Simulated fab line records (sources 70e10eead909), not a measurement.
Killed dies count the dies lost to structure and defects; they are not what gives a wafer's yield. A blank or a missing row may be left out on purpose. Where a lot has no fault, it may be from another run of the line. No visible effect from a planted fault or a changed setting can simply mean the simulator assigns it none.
Which tool was responsible? -- flow nand harc -- 45 wafers from 15 lots sampled at 4 of the route's 1159 steps

## WHAT THE GAUGES SHOWED, per wafer
The record lacks any reading of a measuring or inspecting step that a usual standard deviation could be used to judge.

## WHAT TOOL EACH LOT RAN ON (gives the tool, then ch and the chambers of the sampled wafers, and finally the start)
lot,NHARC_A_CONTACT_ETCH_115,NHARC_A_CONTACT_ETCH_120,NHARC_A_CONTACT_DEP_58,NHARC_A_CONTACT_PEB_67
L183,"har cap etch-03 ch 0,1, day 16 23:02","har cap etch-03 ch 0,1, day 16 23:29","pecvd-02 ch 1,2, day 17 03:39","litho track-06 ch 0, day 17 04:14"
L185,"har cap etch-02 ch 0,1, day 17 15:34","har cap etch-02 ch 0,1, day 17 16:02","pecvd-01 ch 0,1,2, day 17 19:49","litho track-06, day 17 20:20"
L187,"har cap etch-01 ch 0,1, day 17 17:59","har cap etch-01 ch 0,1, day 17 18:27","pecvd-02 ch 0,1,2, day 17 22:15","litho track-04, day 17 22:46"
L186,"har cap etch-03 ch 0,1, day 17 20:13","har cap etch-03 ch 0,1, day 17 20:40","pecvd-03 ch 0,1, day 18 01:31","litho track-04, day 18 02:00"
L195,"har cap etch-01 ch 1, day 19 08:24","har cap etch-01 ch 1, day 19 08:51","pecvd-03 ch 1,2, day 19 12:52","litho track-06 ch 0, day 19 13:22"
L196,"har cap etch-02 ch 0,1, day 19 08:49","har cap etch-02 ch 0,1, day 19 09:16","pecvd-02 ch 0,1,2, day 19 13:36","litho track-06 ch 0, day 19 14:11"
L194,"har cap etch-02 ch 0,1, day 19 13:39","har cap etch-02 ch 0,1, day 19 14:06","pecvd-01 ch 0,1, day 19 18:32","litho track-06 ch 0, day 19 19:02"
L193,"har cap etch-02 ch 0,1, day 19 17:53","har cap etch-02 ch 0,1, day 19 18:20","pecvd-01 ch 1,2, day 19 23:28","litho track-06 ch 0, day 20 00:07"
L197,"har cap etch-03 ch 0,1, day 19 22:26","har cap etch-03 ch 0,1, day 19 22:53","pecvd-02 ch 1,2, day 20 04:19","litho track-01 ch 0, day 20 04:56"
L198,"har cap etch-01 ch 0,1, day 20 03:57","har cap etch-01 ch 0,1, day 20 04:25","pecvd-01 ch 1,2, day 20 09:53","litho track-04 ch 0, day 20 10:31"
L200,"har cap etch-02 ch 0,1, day 20 15:10","har cap etch-02 ch 0,1, day 20 15:37","pecvd-02 ch 0,2, day 20 19:53","litho track-06 ch 0, day 20 20:20"
L201,"har cap etch-01 ch 0, day 21 03:14","har cap etch-01 ch 0, day 21 03:41","pecvd-02 ch 0,1, day 21 07:26","litho track-04 ch 0, day 21 07:58"
L202,"har cap etch-03 ch 0,1, day 21 03:53","har cap etch-03 ch 0,1, day 21 04:20","pecvd-03 ch 1,2, day 21 08:33","litho track-06 ch 0, day 21 09:11"
L204,"har cap etch-02 ch 0,1, day 21 09:17","har cap etch-02 ch 0,1, day 21 09:45","pecvd-03 ch 0,1, day 21 13:32","litho track-06 ch 0, day 21 14:01"
L205,"har cap etch-01 ch 0,1, day 22 15:10","har cap etch-01 ch 0,1, day 22 15:37","pecvd-03 ch 0,1, day 22 20:43","litho track-04 ch 0, day 22 21:16"
- NHARC_A_CONTACT_ETCH_115: etches the open film in C4F8/O2/Ar, time 94 s, target depth 922 nm.
- NHARC_A_CONTACT_ETCH_120: etches the open film in C4F8/O2/Ar, time 94 s, target depth 922 nm.
- NHARC_A_CONTACT_DEP_58: deposits SiON, target thk 60 nm.
- NHARC_A_CONTACT_PEB_67: peb time 65 s.

## WHAT THE TOOLS THEMSELVES READ (means of the sampled wafers that have a number; where no wafer has one, the mark that the record gives instead)
NHARC_A_CONTACT_DEP_58. Usual: heater power outer w 443 W, standard deviation 66; heater power w 734 W, standard deviation 100.
lot,tool,heater power outer w (W),heater power w (W),flag
L183,pecvd-02,400,690,
L185,pecvd-01,434,670,
L187,pecvd-02,440,695,
L186,pecvd-03,488,828,
L195,pecvd-03,457,830,
L196,pecvd-02,436,715,
L194,pecvd-01,512,812,
L193,pecvd-01,365,601,
L197,pecvd-02,450,744,
L198,pecvd-01,456,729,
L200,pecvd-02,357,599,
L201,pecvd-02,475,723,
L202,pecvd-03,402,708,
L204,pecvd-03,509,888,
L205,pecvd-03,452,771,

NHARC_A_CONTACT_PEB_67. Usual: chill plate temp C 23.00 C, standard deviation 0.087; exhaust pa 45.2 Pa, standard deviation 0.93.
lot,tool,chill plate temp C (C),exhaust pa (Pa),flag
L183,litho track-06,23.10,44.4,
L185,litho track-06,-,-,OFF
L187,litho track-04,-,-,OFF
L186,litho track-04,-,-,OFF
L195,litho track-06,22.87,45.2,
L196,litho track-06,23.04,46.5,
L194,litho track-06,22.93,44.7,
L193,litho track-06,23.03,45.3,
L197,litho track-01,22.96,44.8,
L198,litho track-04,23.01,44.8,
L200,litho track-06,22.97,45.3,
L201,litho track-04,23.05,45.4,
L202,litho track-06,23.09,44.9,
L204,litho track-06,23.02,44.0,
L205,litho track-04,23.02,45.0,

## THE ANSWER, worked out from the rows above alone
Rule: take the mean of a lot's wafers that have a number; if it is more than 3 standard deviations from the usual mean, the lot is off. A lot without any number at a reading at which 4 lots or more have one is off too. The other lots that the step has rows for count as sound. After the gauges, taken in route order, come the tools' own readings; for these a lot's mean is taken, as printed above. The first step at which some lot is off is used, and at that step the reading that is off furthest; a lot without a number counts as furthest.
Off: L185, L187, L186, at NHARC_A_CONTACT_PEB_67 (chill plate temp C). Without a number there: L185, L187, L186.
If a tool, at that step or one of the process steps before it, ran each lot that is off and ran no sound lot following the first of them, it fits. Not one of the candidates tried fits.

## WHAT THE SIMULATOR HAD PUT IN
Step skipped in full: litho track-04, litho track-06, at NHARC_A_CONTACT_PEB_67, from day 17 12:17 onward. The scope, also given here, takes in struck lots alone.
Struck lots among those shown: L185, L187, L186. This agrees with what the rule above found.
